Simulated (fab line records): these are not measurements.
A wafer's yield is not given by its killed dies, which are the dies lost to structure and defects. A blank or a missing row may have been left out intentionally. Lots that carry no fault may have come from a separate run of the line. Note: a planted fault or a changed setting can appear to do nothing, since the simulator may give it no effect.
fab line records | flow n5Finfet | part 1 of 2: steps 1 to 19 of 28
[record] lots = 5 | wafers = 15 | lastDay = 17
route steps=1938 shown BEOL_M1@791
lots that met no fault: taken from a fault-free run of the same line
startH: start of the lot's first displayed wafer, in hours after the record's first day | waitH: hours since the lot's step before | " unchanged from the row above | L1.1+2: a single row standing in for several wafers | - no value present, or no start provided | * or withheld: withheld | < > ~ a bound
route shown NAME@n: names a module that has steps shown in the file, with the first one's number in the route | usual: mean/standard deviation taken from wafers without a fault | same: alike in all rows | chamber/n: place in a boat | sites: each site's reading | _std_site: the standard deviation of these | _edge_site: outer sites' mean less inner sites' | radiusMm: for every site, how far away it sits from the centre of the wafer | mask NAME#n: copy n | behind: the most recent tool/chamber to have shaped the wafer | hold: why the lot went on hold/how many hours it stayed there/how the hold came to an end | device: names the non-switching transistor (n, p or np) | end of line: at the end of the route, the tests of the same wafers | a step given without rows: its recipe and nothing more | killed: the dies lost at the first sort to structure and to defects; this is not the yield of the wafer | map: shows each die of a wafer: x if killed, . if not, _ if none is there
set.NAME: the setting the step ran with; set.NAME@STEP: the setting that earlier step ran with | model.NAME: the simulator's own value behind a step, which no gauge read
lots at some steps of the route; a table a step, a row a wafer
services: a tool's chamber out of use, with start hour (startH, from the record's first day; less than 0 if before it), hours out, and reason
[[steps]]
[step N5_BEOL_M1_ETCH_69]
[recipe] chemistry = CF4 | target = SiARC | targetDepthA = 156 | maskMaterial = CAR-EUV | timeS = 26 | ionEnergyEv = 80 | pressureMtorr = 40 | sourceW = 545 | biasW = 36 | Ar_flow_sccm = 100 | cf4FlowSccm = 100 | ends = cleared
[usual] drypumpMotorCurrentA = 5.7/0.61 | etchRfOnTimeS = 25.8/0.43 | oesProductAu = 0.68/0.08 | rfVppV = 184.1/1.3 | showerheadPlenumPTorr = 2.15/0.084 | throttleValvePct = 15.56/0.18
lot.wafer | tool       | chamber | startH | waitH | drypumpMotorCurrentA | etchRfOnTimeS | oesProductAu | rfHoursCounterH | rfVppV | showerheadPlenumPTorr | throttleValvePct
L076.1    | rieDiel-01 | 0       | 139.36 | 0.0   | 6.0                  | 26.2          | 0.59         | 238             | 185.4  | 2.19                  | 15.82
L076.3    | "          | 2       | "      | "     | 6.4                  | 25.9          | 0.65         | 169             | 185.4  | 2.22                  | 15.89
L076.5    | "          | 1       | "      | "     | 5.8                  | 25.4          | 0.81         | -               | 185.5  | 2.27                  | 15.31
L085.1    | rieDiel-05 | 2       | 191.79 | 0.0   | 6.2                  | 26.5          | 0.61         | 178             | 182.9  | 2.05                  | 15.76
L085.3    | "          | 0       | "      | "     | 4.7                  | 25.4          | 0.75         | 42              | 182.5  | 2.09                  | 15.38
L085.5    | "          | 0       | "      | "     | 4.7                  | 25.3          | 0.76         | -               | 184.7  | 2.09                  | 15.38
L090.2    | rieDiel-05 | 2       | 224.08 | 0.0   | 6.2                  | 26.4          | 0.60         | 189             | 184.2  | 2.04                  | 15.77
L090.4    | "          | 3       | "      | "     | 6.8                  | 25.8          | 0.65         | 160             | 183.0  | 2.06                  | 15.69
L090.5    | "          | 2       | "      | "     | 6.2                  | 26.3          | 0.60         | -               | 182.7  | 2.04                  | 15.77
L094.1    | rieDiel-01 | 2       | 244.37 | 0.0   | 6.4                  | 26.1          | 0.62         | 206             | 184.9  | 2.20                  | 15.98
L094.5    | "          | 0       | "      | "     | 6.0                  | 25.5          | 0.85         | -               | 184.2  | 2.19                  | 15.38
L094.6    | "          | 3       | "      | "     | 4.9                  | 25.5          | 0.79         | -               | 184.8  | 2.19                  | 15.24
L096.1    | rieDiel-01 | 3       | 256.80 | 0.0   | 4.9                  | 25.0          | 0.78         | 20              | 185.6  | 2.19                  | 15.23
L096.4    | "          | 3       | "      | "     | 4.9                  | 24.9          | 0.80         | -               | 183.9  | 2.19                  | 15.26
L096.5    | "          | 0       | "      | "     | 6.0                  | 25.1          | 0.83         | -               | 184.4  | 2.18                  | 15.39
[step N5_BEOL_M1_ALD_98]
[recipe] material = SiO2 | targetThkA = 25 | tempC = 100 | aldPrecursorFamily = BDEAS | aldCoReactant = O2-plasma | pulseTimeS = 1 | coReactantPulseTimeS = 1 | purgeTimeS = 2 | coReactantPurgeTimeS = 2 | aldCycles = 17 | pressureTorr = 2
[usual] heaterPowerW = 73/9.2 | precursorPulseHeightRel = 1.001/0.019 | susceptorTempC = 99.98/0.13
[same] coReactantPurgeTimeS = 2 | purgeTimeS = 2
lot.wafer | tool      | chamber | startH | waitH | heaterPowerW | precursorPulseHeightRel | susceptorTempC
L076.1    | aldSin-01 | 0       | 140.34 | 1.0   | 64           | 1.009                   | 100.01
L076.3    | "         | 2       | "      | "     | 78           | 1.030                   | 100.01
L076.5    | "         | 2       | "      | "     | 82           | 0.994                   | 100.00
L085.1    | aldSin-01 | 2       | 191.88 | 0.1   | 79           | 1.008                   | 99.66
L085.3    | "         | 0       | "      | "     | 63           | 1.031                   | 99.89
L085.5    | "         | 3       | "      | "     | 68           | 1.034                   | 100.06
L090.2    | aldSin-03 | 1       | 224.43 | 0.3   | 75           | 0.985                   | 100.12
L090.4    | "         | 0       | "      | "     | 87           | 0.993                   | 99.96
L090.5    | "         | 2       | "      | "     | 61           | 0.979                   | 100.27
L094.1    | aldSin-03 | 0       | 244.52 | 0.1   | 87           | 1.008                   | 100.20
L094.5    | "         | 1       | "      | "     | 73           | 0.990                   | 99.99
L094.6    | "         | 2       | "      | "     | 62           | 1.035                   | 99.90
L096.1    | aldSin-01 | 1       | 256.88 | 0.1   | 87           | 0.975                   | 99.92
L096.4    | "         | 0       | "      | "     | 66           | 0.993                   | 99.90
L096.5    | "         | 3       | "      | "     | 68           | 1.005                   | 99.90
[step N5_BEOL_M1_ETCHBACK_99]
[recipe] chemistry = CHF3 | target = SiO2 | targetDepthA = 50 | timeS = 10.4 | sourceW = 215 | biasW = 47 | Ar_flow_sccm = 200 | CHF3_flow_sccm = 12 | ionEnergyEv = 100 | pressureMtorr = 30
[usual] drypumpMotorCurrentA = 5.7/0.61 | oesProductAu = 0.79/0.095 | rfVppV = 240.0/2.3 | showerheadPlenumPTorr = 2.16/0.086 | throttleValvePct = 17.03/0.18
lot.wafer | tool       | chamber | startH | waitH | drypumpMotorCurrentA | oesProductAu | rfHoursCounterH | rfVppV | showerheadPlenumPTorr | throttleValvePct
L076.1    | rieDiel-05 | 1       | 141.02 | 0.6   | 6.0                  | 0.69         | 239             | 242.9  | 2.11                  | 17.30
L076.3    | "          | 0       | "      | "     | 4.7                  | 0.91         | 25              | 238.8  | 2.11                  | 16.85
L076.5    | "          | 3       | "      | "     | 6.8                  | 0.79         | -               | 235.7  | 2.08                  | 17.14
L085.1    | rieDiel-05 | 3       | 192.03 | 0.1   | 6.8                  | 0.77         | 149             | 235.0  | 2.07                  | 17.17
L085.3    | "          | 2       | "      | "     | 6.2                  | 0.71         | 178             | 237.7  | 2.05                  | 17.20
L085.5    | "          | 3       | "      | "     | 6.8                  | 0.77         | -               | 234.8  | 2.07                  | 17.17
L090.2    | rieDiel-01 | 3       | 225.51 | 1.0   | 4.9                  | 0.94         | 10              | 238.3  | 2.22                  | 16.74
L090.4    | "          | 0       | "      | "     | 6.0                  | 1.01         | 0               | 241.9  | 2.20                  | 16.85
L090.5    | "          | 2       | "      | "     | 6.4                  | 0.72         | -               | 239.3  | 2.22                  | 17.43
L094.1    | rieDiel-05 | 1       | 247.35 | 2.8   | 6.0                  | 0.93         | 13              | 241.7  | 2.10                  | 16.91
L094.5    | "          | 0       | "      | "     | 4.7                  | 0.85         | -               | 237.7  | 2.10                  | 16.91
L094.6    | "          | 1       | "      | "     | 6.0                  | 0.94         | -               | 243.8  | 2.10                  | 16.92
L096.1    | rieDiel-01 | 0       | 259.28 | 2.4   | 6.0                  | 0.96         | 12              | 242.4  | 2.20                  | 16.87
L096.4    | "          | 1       | "      | "     | 5.8                  | 0.87         | -               | 240.0  | 2.27                  | 16.89
L096.5    | "          | 3       | "      | "     | 4.9                  | 0.91         | -               | 239.7  | 2.21                  | 16.75
[step N5_BEOL_M1_ETCH_70]
[recipe] chemistry = N2/H2 | target = SOC | targetDepthA = 800 | overetchA = 160 | maskMaterial = SiARC | tempC = 40 | timeS = 120 | ionEnergyEv = 200 | pressureMtorr = 30 | sourceW = 840 | biasW = 150 | n2FlowSccm = 200 | h2FlowSccm = 200
[usual] drypumpMotorCurrentA = 5.7/0.61 | oesProductAu = 0.60/0.067 | rfVppV = 524/3.1 | showerheadPlenumPTorr = 2.56/0.1 | throttleValvePct = 17.77/0.23
lot.wafer | tool       | chamber | startH | waitH | drypumpMotorCurrentA | oesProductAu | rfHoursCounterH | rfVppV | showerheadPlenumPTorr | throttleValvePct
L076.1    | rieDiel-05 | 1       | 141.05 | 0.0   | 6.0                  | 0.53         | 239             | 523    | 2.52                  | 18.30
L076.3    | "          | 0       | "      | "     | 4.7                  | 0.68         | 25              | 523    | 2.48                  | 17.51
L076.5    | "          | 3       | "      | "     | 6.8                  | 0.60         | -               | 520    | 2.45                  | 17.81
L085.1    | rieDiel-05 | 3       | 192.07 | 0.0   | 6.8                  | 0.58         | 149             | 521    | 2.45                  | 17.81
L085.3    | "          | 2       | "      | "     | 6.2                  | 0.55         | 178             | 520    | 2.43                  | 17.89
L085.5    | "          | 3       | "      | "     | 6.8                  | 0.59         | -               | 522    | 2.45                  | 17.83
L090.2    | rieDiel-01 | 3       | 225.54 | 0.0   | 4.8                  | 0.71         | 10              | 527    | 2.61                  | 17.42
L090.4    | "          | 0       | "      | "     | 6.0                  | 0.78         | 0               | 525    | 2.61                  | 17.64
L090.5    | "          | 2       | "      | "     | 6.4                  | 0.56         | -               | 527    | 2.63                  | 18.29
L094.1    | rieDiel-05 | 1       | 247.39 | 0.0   | 6.0                  | 0.71         | 14              | 522    | 2.51                  | 17.93
L094.5    | "          | 0       | "      | "     | 4.7                  | 0.64         | -               | 521    | 2.47                  | 17.57
L094.6    | "          | 1       | "      | "     | 6.0                  | 0.70         | -               | 523    | 2.51                  | 17.95
L096.1    | rieDiel-01 | 0       | 259.32 | 0.0   | 6.0                  | 0.73         | 13              | 526    | 2.61                  | 17.67
L096.4    | "          | 1       | "      | "     | 5.8                  | 0.66         | -               | 529    | 2.69                  | 17.57
L096.5    | "          | 3       | "      | "     | 4.9                  | 0.69         | -               | 526    | 2.60                  | 17.43
[step N5_BEOL_M1_STRIP_71]
[recipe] chemistry = N2/H2 | tempC = 40 | n2FlowSccm = 200 | h2FlowSccm = 200 | rfFrequencyHz = 6e+07
lot.wafer  | tool       | chamber | startH | waitH
L076.1+3+5 | rieDiel-05 | 1,0,3   | 141.13 | 0.0
L085.1+3+5 | rieDiel-05 | 3,2,3   | 192.15 | 0.0
L090.2+4+5 | rieDiel-01 | 3,0,2   | 225.62 | 0.0
L094.1+5+6 | rieDiel-05 | 1,0,1   | 247.47 | 0.0
L096.1+4+5 | rieDiel-01 | 0,1,3   | 259.40 | 0.0
[step N5_BEOL_M1_STRIP_78]
[recipe] chemistry = N2/H2 | tempC = 40 | n2FlowSccm = 200 | h2FlowSccm = 200 | rfFrequencyHz = 6e+07
lot.wafer  | tool       | chamber | startH | waitH
L076.1+3+5 | rieDiel-05 | 1,0,3   | 141.14 | 0.0
L085.1+3+5 | rieDiel-05 | 3,2,3   | 192.16 | 0.0
L090.2+4+5 | rieDiel-01 | 3,0,2   | 225.63 | 0.0
L094.1+5+6 | rieDiel-05 | 1,0,1   | 247.48 | 0.0
L096.1+4+5 | rieDiel-01 | 0,1,3   | 259.41 | 0.0
[step N5_BEOL_M1_VIA_ETCH_34]
[recipe] chemistry = C4F6/O2 | targetDepthA = 678 | maskMaterial = SOC | pressureMtorr = 15 | ionEnergyEv = 250 | taperDeg = 4 | timeS = 64.4 | sourceW = 350 | biasW = 170 | Ar_flow_sccm = 300 | C4F6_flow_sccm = 10 | O2_flow_sccm = 10
[usual] drypumpMotorCurrentA = 5.7/0.61 | oesProductAu = 0.79/0.094 | rfVppV = 664/5.7 | showerheadPlenumPTorr = 2.86/0.11 | throttleValvePct = 30.67/0.19
lot.wafer | tool       | chamber | startH | waitH | drypumpMotorCurrentA | oesProductAu | rfHoursCounterH | rfVppV | showerheadPlenumPTorr | throttleValvePct
L076.1    | rieDiel-05 | 1       | 141.15 | 0.0   | 6.0                  | 0.68         | 239             | 672    | 2.79                  | 30.88
L076.3    | "          | 0       | "      | "     | 4.7                  | 0.91         | 25              | 658    | 2.79                  | 30.56
L076.5    | "          | 3       | "      | "     | 6.8                  | 0.79         | -               | 654    | 2.75                  | 30.84
L085.1    | rieDiel-05 | 3       | 192.17 | 0.0   | 6.8                  | 0.78         | 149             | 652    | 2.74                  | 30.86
L085.3    | "          | 2       | "      | "     | 6.2                  | 0.71         | 178             | 658    | 2.72                  | 30.80
L085.5    | "          | 3       | "      | "     | 6.8                  | 0.77         | -               | 653    | 2.74                  | 30.85
L090.2    | rieDiel-01 | 3       | 225.64 | 0.0   | 4.9                  | 0.94         | 10              | 662    | 2.92                  | 30.50
L090.4    | "          | 0       | "      | "     | 6.0                  | 1.02         | 0               | 668    | 2.90                  | 30.67
L090.5    | "          | 2       | "      | "     | 6.4                  | 0.73         | -               | 662    | 2.93                  | 31.11
L094.1    | rieDiel-05 | 1       | 247.49 | 0.0   | 6.0                  | 0.93         | 14              | 670    | 2.78                  | 30.72
L094.5    | "          | 0       | "      | "     | 4.7                  | 0.84         | -               | 658    | 2.78                  | 30.60
L094.6    | "          | 1       | "      | "     | 6.0                  | 0.92         | -               | 672    | 2.78                  | 30.73
L096.1    | rieDiel-01 | 0       | 259.42 | 0.0   | 6.0                  | 0.97         | 13              | 667    | 2.90                  | 30.66
L096.4    | "          | 1       | "      | "     | 5.8                  | 0.88         | -               | 667    | 3.00                  | 30.57
L096.5    | "          | 3       | "      | "     | 4.9                  | 0.91         | -               | 662    | 2.92                  | 30.53
[step N5_BEOL_M1_STRIP_83]
[recipe] chemistry = C4F6/O2 | resist = SiARC | rfFrequencyHz = 6e+07
lot.wafer  | tool       | chamber | startH | waitH
L076.1+3+5 | rieDiel-05 | 1,0,3   | 141.20 | 0.0
L085.1+3+5 | rieDiel-05 | 3,2,3   | 192.22 | 0.0
L090.2+4+5 | rieDiel-01 | 3,0,2   | 225.69 | 0.0
L094.1+5+6 | rieDiel-05 | 1,0,1   | 247.54 | 0.0
L096.1+4+5 | rieDiel-01 | 0,1,3   | 259.47 | 0.0
[step N5_BEOL_M1_STRIP_36]
[recipe] chemistry = N2/H2 | powerW = 450 | tempC = 40 | pressureMtorr = 20 | rfFrequencyHz = 6e+07 | overashFraction = 0.3 | biasPowerW = 7 | h2Frac = 0.5 | n2FlowSccm = 200 | h2FlowSccm = 200
[usual] drypumpMotorCurrentA = 5.7/0.61 | oesProductAu = 0.79/0.093 | rfVppV = 59.1/1.5 | showerheadPlenumPTorr = 2.55/0.1 | throttleValvePct = 23.6/0.31
lot.wafer | tool       | chamber | startH | waitH | drypumpMotorCurrentA | oesProductAu | rfHoursCounterH | rfVppV | showerheadPlenumPTorr | throttleValvePct
L076.1    | rieDiel-05 | 1       | 141.21 | 0.0   | 6.0                  | 0.69         | 239             | 61.6   | 2.51                  | 24.3
L076.3    | "          | 0       | "      | "     | 4.7                  | 0.90         | 25              | 57.3   | 2.48                  | 23.3
L076.5    | "          | 3       | "      | "     | 6.8                  | 0.78         | -               | 56.2   | 2.45                  | 23.6
L085.1    | rieDiel-05 | 3       | 192.23 | 0.0   | 6.8                  | 0.77         | 149             | 59.3   | 2.44                  | 23.6
L085.3    | "          | 2       | "      | "     | 6.2                  | 0.71         | 178             | 56.5   | 2.42                  | 23.6
L085.5    | "          | 3       | "      | "     | 6.8                  | 0.77         | -               | 59.9   | 2.44                  | 23.6
L090.2    | rieDiel-01 | 3       | 225.70 | 0.0   | 4.9                  | 0.96         | 10              | 60.8   | 2.60                  | 23.2
L090.4    | "          | 0       | "      | "     | 6.0                  | 1.02         | 0               | 63.2   | 2.61                  | 23.5
L090.5    | "          | 2       | "      | "     | 6.4                  | 0.73         | -               | 60.9   | 2.63                  | 24.3
L094.1    | rieDiel-05 | 1       | 247.55 | 0.0   | 6.0                  | 0.93         | 14              | 60.5   | 2.50                  | 24.0
L094.5    | "          | 0       | "      | "     | 4.7                  | 0.83         | -               | 61.9   | 2.46                  | 23.3
L094.6    | "          | 1       | "      | "     | 6.0                  | 0.91         | -               | 57.5   | 2.50                  | 24.1
L096.1    | rieDiel-01 | 0       | 259.48 | 0.0   | 6.0                  | 0.96         | 13              | 58.6   | 2.60                  | 23.5
L096.4    | "          | 1       | "      | "     | 5.8                  | 0.87         | -               | 60.0   | 2.68                  | 23.3
L096.5    | "          | 3       | "      | "     | 4.9                  | 0.90         | -               | 59.0   | 2.60                  | 23.2
[step N5_BEOL_M1_TRENCH_ETCH_37]
[recipe] chemistry = C4F6/O2 | targetDepthA = 552.07 | target = SiOC | timeS = 29 | ionEnergyEv = 250 | pressureMtorr = 30 | sourceW = 355 | biasW = 185 | Ar_flow_sccm = 300 | C4F6_flow_sccm = 10 | O2_flow_sccm = 10
[usual] drypumpMotorCurrentA = 5.7/0.62 | oesProductAu = 0.79/0.095 | rfVppV = 664/5.7 | showerheadPlenumPTorr = 2.86/0.11 | throttleValvePct = 20.80/0.17
lot.wafer | tool       | chamber | startH | waitH | drypumpMotorCurrentA | oesProductAu | rfHoursCounterH | rfVppV | showerheadPlenumPTorr | throttleValvePct
L076.1    | rieDiel-05 | 1       | -      | -     | 6.0                  | 0.69         | 239             | 674    | 2.80                  | 21.06
L076.3    | "          | 0       | "      | "     | 4.7                  | 0.91         | 25              | 659    | 2.79                  | 20.68
L076.5    | "          | 3       | "      | "     | 6.8                  | 0.79         | -               | 653    | 2.76                  | 20.92
L085.1    | rieDiel-05 | 3       | -      | -     | 6.8                  | 0.78         | 149             | 653    | 2.75                  | 20.93
L085.3    | "          | 2       | "      | "     | 6.2                  | 0.70         | 178             | 659    | 2.72                  | 20.97
L085.5    | "          | 3       | "      | "     | 6.8                  | 0.76         | -               | 654    | 2.75                  | 20.95
L090.2    | rieDiel-01 | 3       | -      | -     | 4.9                  | 0.95         | 10              | 662    | 2.93                  | 20.56
L090.4    | "          | 0       | "      | "     | 6.0                  | 1.03         | 0               | 667    | 2.91                  | 20.67
L090.5    | "          | 2       | "      | "     | 6.4                  | 0.73         | -               | 662    | 2.93                  | 21.21
L094.1    | rieDiel-05 | 1       | -      | -     | 6.0                  | 0.93         | 14              | 671    | 2.79                  | 20.76
L094.5    | "          | 0       | "      | "     | 4.7                  | 0.85         | -               | 658    | 2.78                  | 20.72
L094.6    | "          | 1       | "      | "     | 6.0                  | 0.93         | -               | 673    | 2.79                  | 20.74
L096.1    | rieDiel-01 | 0       | -      | -     | 6.0                  | 0.97         | 13              | 667    | 2.90                  | 20.69
L096.4    | "          | 1       | "      | "     | 5.8                  | 0.88         | -               | 667    | 3.00                  | 20.69
L096.5    | "          | 3       | "      | "     | 4.9                  | 0.90         | -               | 662    | 2.92                  | 20.57
[step N5_BEOL_M1_ETCH_41]
[recipe] chemistry = CH3F/O2 | target = SiCN | targetDepthA = 319 | taperDeg = 2 | timeS = 57.8 | ionEnergyEv = 120 | maskMaterial = TiN | pressureMtorr = 30 | sourceW = 395 | biasW = 75 | Ar_flow_sccm = 150 | CH3F_flow_sccm = 30 | O2_flow_sccm = 20
[usual] drypumpMotorCurrentA = 5.7/0.61 | oesProductAu = 0.79/0.095 | rfVppV = 297.5/1.8 | showerheadPlenumPTorr = 2.01/0.081 | throttleValvePct = 16.28/0.19
lot.wafer | tool       | chamber | startH | waitH | drypumpMotorCurrentA | oesProductAu | rfHoursCounterH | rfVppV | showerheadPlenumPTorr | throttleValvePct
L076.1    | rieDiel-05 | 1       | -      | -     | 6.0                  | 0.68         | 239             | 297.6  | 1.96                  | 16.57
L076.3    | "          | 0       | "      | "     | 4.7                  | 0.90         | 25              | 296.4  | 1.96                  | 16.10
L076.5    | "          | 3       | "      | "     | 6.8                  | 0.78         | -               | 297.3  | 1.93                  | 16.34
L085.1    | rieDiel-05 | 3       | -      | -     | 6.8                  | 0.77         | 149             | 295.9  | 1.92                  | 16.40
L085.3    | "          | 2       | "      | "     | 6.2                  | 0.72         | 178             | 295.1  | 1.91                  | 16.46
L085.5    | "          | 3       | "      | "     | 6.8                  | 0.77         | -               | 297.2  | 1.92                  | 16.39
L090.2    | rieDiel-01 | 3       | -      | -     | 4.9                  | 0.94         | 10              | 297.2  | 2.06                  | 15.95
L090.4    | "          | 0       | "      | "     | 6.0                  | 1.01         | 0               | 297.6  | 2.05                  | 16.07
L090.5    | "          | 2       | "      | "     | 6.3                  | 0.72         | -               | 299.5  | 2.06                  | 16.65
L094.1    | rieDiel-05 | 1       | -      | -     | 6.0                  | 0.92         | 14              | 298.3  | 1.96                  | 16.16
L094.5    | "          | 0       | "      | "     | 4.7                  | 0.84         | -               | 296.6  | 1.95                  | 16.16
L094.6    | "          | 1       | "      | "     | 6.0                  | 0.93         | -               | 297.1  | 1.96                  | 16.14
L096.1    | rieDiel-01 | 0       | -      | -     | 6.0                  | 0.97         | 13              | 298.0  | 2.04                  | 16.11
L096.4    | "          | 1       | "      | "     | 5.8                  | 0.88         | -               | 300.2  | 2.12                  | 16.13
L096.5    | "          | 3       | "      | "     | 4.8                  | 0.92         | -               | 298.6  | 2.05                  | 15.99
[step N5_BEOL_M1_STRIP_97]
[recipe] chemistry = N2/H2 | timeS = 10 | powerW = 450 | tempC = 40 | pressureMtorr = 20 | rfFrequencyHz = 6e+07 | biasPowerW = 7 | n2FlowSccm = 200 | h2FlowSccm = 200
[usual] drypumpMotorCurrentA = 5.7/0.61 | oesProductAu = 0.79/0.093 | rfVppV = 59.1/0.98 | showerheadPlenumPTorr = 2.55/0.1 | throttleValvePct = 23.6/0.3
lot.wafer | tool       | chamber | startH | waitH | drypumpMotorCurrentA | oesProductAu | rfHoursCounterH | rfVppV | showerheadPlenumPTorr | throttleValvePct
L076.1    | rieDiel-05 | 1       | -      | -     | 6.0                  | 0.69         | 239             | 58.2   | 2.51                  | 24.3
L076.3    | "          | 0       | "      | "     | 4.7                  | 0.91         | 25              | 57.9   | 2.48                  | 23.3
L076.5    | "          | 3       | "      | "     | 6.8                  | 0.79         | -               | 59.7   | 2.45                  | 23.6
L085.1    | rieDiel-05 | 3       | -      | -     | 6.8                  | 0.77         | 149             | 60.9   | 2.44                  | 23.6
L085.3    | "          | 2       | "      | "     | 6.2                  | 0.72         | 178             | 59.4   | 2.42                  | 23.6
L085.5    | "          | 3       | "      | "     | 6.8                  | 0.77         | -               | 58.9   | 2.44                  | 23.6
L090.2    | rieDiel-01 | 3       | -      | -     | 4.9                  | 0.94         | 10              | 59.8   | 2.60                  | 23.2
L090.4    | "          | 0       | "      | "     | 6.0                  | 1.03         | 0               | 59.0   | 2.61                  | 23.5
L090.5    | "          | 2       | "      | "     | 6.3                  | 0.72         | -               | 59.6   | 2.63                  | 24.3
L094.1    | rieDiel-05 | 1       | -      | -     | 6.0                  | 0.94         | 14              | 57.1   | 2.50                  | 24.1
L094.5    | "          | 0       | "      | "     | 4.7                  | 0.85         | -               | 59.6   | 2.47                  | 23.3
L094.6    | "          | 1       | "      | "     | 6.0                  | 0.94         | -               | 59.1   | 2.50                  | 24.1
L096.1    | rieDiel-01 | 0       | -      | -     | 6.0                  | 0.97         | 13              | 59.9   | 2.60                  | 23.6
L096.4    | "          | 1       | "      | "     | 5.8                  | 0.87         | -               | 58.9   | 2.68                  | 23.3
L096.5    | "          | 3       | "      | "     | 4.9                  | 0.92         | -               | 59.1   | 2.60                  | 23.3
[step N5_BEOL_M1_OCD_MEAS_38]
[usual] trenchDepthNm = 55.3/0.92
lot.wafer | tool   | chamber | startH | waitH | trenchDepthNm
L076.1    | ocd-02 | -       | 141.41 | -     | 54.8
L076.3    | "      | -       | "      | "     | 57.2
L076.5    | "      | -       | "      | "     | 56.2
L085.1    | ocd-02 | -       | 192.43 | -     | 55.7
L085.3    | "      | -       | "      | "     | 53.9
L085.5    | "      | -       | "      | "     | 54.9
L090.2    | ocd-01 | -       | 225.90 | -     | 56.6
L090.4    | "      | -       | "      | "     | 56.0
L090.5    | "      | -       | "      | "     | 55.5
L094.1    | ocd-01 | -       | 247.75 | -     | 55.7
L094.5    | "      | -       | "      | "     | 55.7
L094.6    | "      | -       | "      | "     | 55.7
L096.1    | ocd-02 | -       | 259.68 | -     | 57.0
L096.4    | "      | -       | "      | "     | 56.4
L096.5    | "      | -       | "      | "     | 57.0
[step N5_BEOL_M1_HM_STRIP_39]
[recipe] chemistry = peroxideTinStrip | material = TiN | targetDepthA = 250 | tempC = 50 | timeS = 158
lot.wafer  | tool        | chamber | startH | waitH
L076.1+3+5 | wetBench-01 | 3,2,7   | 141.44 | 0.0
L085.1+3+5 | wetBench-04 | 1,0,3   | 192.46 | 0.0
L090.2+4+5 | wetBench-06 | 3,7,6   | 225.93 | 0.0
L094.1+5+6 | wetBench-06 | 1,2,0   | 247.79 | 0.0
L096.1+4+5 | wetBench-06 | 7,3,4   | 259.71 | 0.0
[step N5_BEOL_M1_SRD_40]
[recipe] timeS = 30 | tempC = 23 | rinseLiquid = diw | dry = ipaMarangoni
lot.wafer  | tool        | chamber | startH | waitH
L076.1+3+5 | wetBench-01 | 3,2,7   | 141.49 | 0.0
L085.1+3+5 | wetBench-04 | 1,0,3   | 192.51 | 0.0
L090.2+4+5 | wetBench-06 | 3,7,6   | 225.98 | 0.0
L094.1+5+6 | wetBench-06 | 1,2,0   | 247.84 | 0.0
L096.1+4+5 | wetBench-06 | 7,3,4   | 259.76 | 0.0
[step N5_BEOL_M1_PRECLEAN_42]
[recipe] chemistry = residueRemover | timeS = 60 | tempC = 40
lot.wafer  | tool        | chamber | startH | waitH
L076.1+3+5 | wetBench-01 | 3,2,7   | 141.51 | 0.0
L085.1+3+5 | wetBench-04 | 1,0,3   | 192.52 | 0.0
L090.2+4+5 | wetBench-06 | 3,7,6   | 225.99 | 0.0
L094.1+5+6 | wetBench-06 | 1,2,0   | 247.85 | 0.0
L096.1+4+5 | wetBench-06 | 7,3,4   | 259.78 | 0.0
[step N5_BEOL_M1_SRD_43]
[recipe] timeS = 30 | tempC = 23 | rinseLiquid = diw | dry = ipaMarangoni
lot.wafer  | tool        | chamber | startH | waitH
L076.1+3+5 | wetBench-01 | 3,2,7   | 141.53 | 0.0
L085.1+3+5 | wetBench-04 | 1,0,3   | 192.54 | 0.0
L090.2+4+5 | wetBench-06 | 3,7,6   | 226.01 | 0.0
L094.1+5+6 | wetBench-06 | 1,2,0   | 247.87 | 0.0
L096.1+4+5 | wetBench-06 | 7,3,4   | 259.79 | 0.0
[step N5_BEOL_M1_CD_MEAS_35]
[recipe] targetCdNm = 18 | targetCdYNm = 21 | polarity = opening
[usual] cdNm = 18.10/0.29
lot.wafer | tool     | chamber | startH | waitH | cdNm
L076.1    | cdSem-01 | -       | 141.57 | 0.0   | 17.71
L076.3    | "        | -       | "      | "     | 17.72
L076.5    | "        | -       | "      | "     | 18.11
L085.1    | cdSem-02 | -       | 192.58 | 0.0   | 18.14
L085.3    | "        | -       | "      | "     | 18.11
L085.5    | "        | -       | "      | "     | 18.18
L090.2    | cdSem-02 | -       | 226.05 | 0.0   | 18.22
L090.4    | "        | -       | "      | "     | 17.68
L090.5    | "        | -       | "      | "     | 18.37
L094.1    | cdSem-01 | -       | 247.91 | 0.0   | 17.76
L094.5    | "        | -       | "      | "     | 18.16
L094.6    | "        | -       | "      | "     | 18.43
L096.1    | cdSem-03 | -       | 259.83 | 0.0   | 17.98
L096.4    | "        | -       | "      | "     | 17.88
L096.5    | "        | -       | "      | "     | 17.80
[step N5_BEOL_M1_DEGAS_44]
[recipe] ambient = vacuum | tempC = 250 | timeS = 60
[usual] heaterPowerW = 340/35 | susceptorTempC = 250.03/0.19
lot.wafer | tool          | chamber | startH | waitH | heaterPowerW | susceptorTempC
L076.1    | pvdSputter-02 | -       | 141.61 | 0.0   | 305          | 249.81
L076.3    | "             | -       | "      | "     | 325          | 250.20
L076.5    | "             | -       | "      | "     | 323          | 249.96
L085.1    | pvdSputter-01 | -       | 192.90 | 0.3   | 286          | 250.00
L085.3    | "             | -       | "      | "     | 322          | 250.04
L085.5    | "             | -       | "      | "     | 321          | 250.01
L090.2    | pvdSputter-01 | -       | 226.26 | 0.2   | 380          | 249.84
L090.4    | "             | -       | "      | "     | 377          | 250.13
L090.5    | "             | -       | "      | "     | 292          | 250.44
L094.1    | pvdSputter-01 | -       | 248.13 | 0.2   | 291          | 249.97
L094.5    | "             | -       | "      | "     | 370          | 249.99
L094.6    | "             | -       | "      | "     | 321          | 249.76
L096.1    | pvdSputter-03 | -       | 260.30 | 0.5   | 313          | 249.94
L096.4    | "             | -       | "      | "     | 380          | 250.19
L096.5    | "             | -       | "      | "     | 317          | 250.14
